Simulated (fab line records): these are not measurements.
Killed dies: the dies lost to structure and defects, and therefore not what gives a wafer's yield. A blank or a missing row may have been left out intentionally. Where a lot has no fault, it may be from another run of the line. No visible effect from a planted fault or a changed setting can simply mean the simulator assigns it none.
A struck lot beside a sound one -- flow nandHarc -- 39 steps out of a route of 1159
Sound: wafers L835.3, L835.5, L835.6. Struck: wafers L841.3, L841.4, L841.5. The cause is named last.
Order at every step that has rows: each side's tool, ch and its chambers, its first start. Under that, the readings that differ: sound wafers -- struck wafers -- difference of the means -- sigmas: that difference in standard deviations of wafers without a fault.
alike: a reading whose means differ by less than 2 such deviations, as well as words and numbers matching on both sides. not compared: withheld readings; readings where some wafer has no value; bounds like >300 that might hide an equal value; numbers whose values overlap and for which the record gives no deviation.
A row with sigmas, a row that says differs or no value, or rows on one side alone: a step with any of these is where the two part. Numbers that have no deviation but don't overlap get no sigmas and don't part them. A reading missing from all wafers of one side parts the sides only when that side holds two or more wafers.

first, 9 steps without rows for these wafers: NHARC_P_GATE_SOFTBAKE_21 (time 55 s); NHARC_P_GATE_EBR_22; NHARC_P_GATE_EXPOSE_23 (exposes mask P GATE, target cd 120 nm); NHARC_P_GATE_PEB_24 (peb time 65 s); NHARC_P_GATE_DEVELOP_25 (develop time 35 s); NHARC_P_GATE_DESCUM_31 (chemistry O2, time 3 s); NHARC_P_GATE_ETCH_104 (etches the open film in CF4/CHF3, target depth 60 nm); NHARC_P_GATE_HM_OPEN_105 (chemistry O2/COS, target depth 360 nm); NHARC_P_GATE_STRIP_106 (strips in O2/COS).
NHARC_P_GATE_ETCH_114: etches the open film in CF4/O2, target depth 30 nm, overetch 3 nm, time 16.5 s.
  sound on rieDiel-04 ch 1,2,3, day 8 01:00; struck on rieDiel-12 ch 0,3, day 9 07:00
  alike: cf4FlowSccm, chamberPressureMTorr, drypumpMotorCurrentA, oesProductAu, rfVppV, showerheadPlenumPTorr, throttleValvePct
  not compared: rfHoursCounterH
then, 27 steps without rows for these wafers: NHARC_P_GATE_ETCH_32 (etches the open film in HBr/Cl2, target depth 150 nm, time 100.1 s); NHARC_P_GATE_STRIP_108 (strips in O2); NHARC_P_GATE_STRIP_35 (strips in SPM, time 600 s); NHARC_P_GATE_PRECLEAN_73 (cleans in SC1); NHARC_P_GATE_SRD_74; NHARC_P_GATE_ALD_36 (deposits SiNx, target thk 20 nm, pulse time 60 s, ald cycles 223); NHARC_P_GATE_ETCHBACK_37 (etches the open film in CHF3/O2, target depth 34.5 nm, time 17.2 s); NHARC_P_GATE_STRIP_101 (strips in O2, time 20 s); NHARC_P_GATE_PRECLEAN_97 (cleans in SPM, time 600 s); NHARC_P_GATE_SRD_98; NHARC_P_GATE_PRECLEAN_99 (cleans in SC1); NHARC_P_GATE_SRD_100; NHARC_P_GATE_DEHYDRATE_38 (time 120 s); NHARC_P_GATE_HMDS_39 (time 30 s); NHARC_P_GATE_COAT_40; NHARC_P_GATE_SOFTBAKE_41 (time 95 s); NHARC_P_GATE_EBR_42; NHARC_P_GATE_EXPOSE_43 (exposes mask P NSD, target cd 720 nm); NHARC_P_GATE_PEB_44 (peb time 85 s); NHARC_P_GATE_DEVELOP_45 (time 70 s); NHARC_P_GATE_HARDBAKE_47 (time 80 s); NHARC_P_GATE_DESCUM_48 (chemistry O2, time 3 s); NHARC_P_GATE_IMPLANT_49; NHARC_P_GATE_STRIP_111 (strips in N2/H2, time 250 s); NHARC_P_GATE_STRIP_75 (strips in O2); NHARC_P_GATE_STRIP_50 (strips in SPM, time 900 s); NHARC_P_GATE_DEHYDRATE_51 (time 120 s).
NHARC_P_GATE_INSPECT_68:
  struck on defectInspect-02, day 10 01:53; sound on defectInspect-02, day 8 19:22
reading,sound,struck,difference,sigmas
rawDefectCount,207 176 230,660 765 720,+511,+7
-- record jumps: 14 days between struck wafers' starts before vs after; left off in module P_GATE, resumes in module END, first step shown is number 1159 of the route --
NHARC_END_SORT_01:
  sound on prober-01 ch 0, day 22 11:41; struck on prober-01 ch 0, day 23 20:46
reading,sound,struck,difference,sigmas
killedAtPeriphery,5 7 5,42 81 49,+52,+18
killedDies,55 44 42,95 129 96,+60,+5
  alike: killedAtArray, killedAtOther, killedOpen, killedShort

== WHERE THEY PART ==
First at NHARC_P_GATE_INSPECT_68; last, within this record, at NHARC_END_SORT_01.

WHY: whatever the simulator had introduced
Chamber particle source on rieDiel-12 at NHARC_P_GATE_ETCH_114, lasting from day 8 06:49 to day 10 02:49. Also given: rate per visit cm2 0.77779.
